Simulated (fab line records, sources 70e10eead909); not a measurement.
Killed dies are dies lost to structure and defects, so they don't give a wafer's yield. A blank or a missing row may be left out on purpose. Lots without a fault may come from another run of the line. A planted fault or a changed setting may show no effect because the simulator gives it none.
Chamber matching | flow nand_harc | NHARC_A_STAIRCASE_DEP_151 on pecvd-02: 3 sister chambers
The step deposits SiO2, target thk 7200 nm. 3 wafers are shown with their chamber, then 7 later ones without.

WAFERS WITH THEIR CHAMBER
wafer  | chamber | heater_power_w (W)
L083.5 | 1       | 662
L086.4 | 0       | 581
L089.4 | 2       | 617

WAFERS WITHOUT THEIR CHAMBER
wafer  | heater_power_w (W)
L089.5 | 624
L088.3 | 678
L088.5 | 561
L088.6 | 628
L097.1 | 777
L097.3 | 674
L097.4 | 689

WHICH CHAMBER EACH WENT THROUGH
wafer  | from the rows above          | in truth
L089.5 | can't be placed: 2 or 1 or 0 | 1
L088.3 | can't be placed: 1 or 2 or 0 | 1
L088.5 | can't be placed: 0 or 2 or 1 | 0
L088.6 | can't be placed: 2 or 1 or 0 | 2
L097.1 | can't be placed: 1 or 2 or 0 | 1
L097.3 | can't be placed: 1 or 2 or 0 | 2
L097.4 | can't be placed: 1 or 2 or 0 | 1
Placed correctly: 0 of 7. Can't be placed from these rows: 7 (the true chamber is among the candidates in 7). Placed wrongly: 0.
How it was worked out, from the rows above alone: a wafer's distance from a chamber is the root of the sum, over the readings, of the square of ((its reading less the chamber's mean) divided by the reading's scatter). The wafer belongs to the nearest chamber; if the next one is less than 2 further off, it can't be placed. A chamber's mean is the mean of its shown wafers. The scatter: with one shown wafer a chamber, the root of the mean of the squares of how far each hidden wafer lies from its nearest shown one.
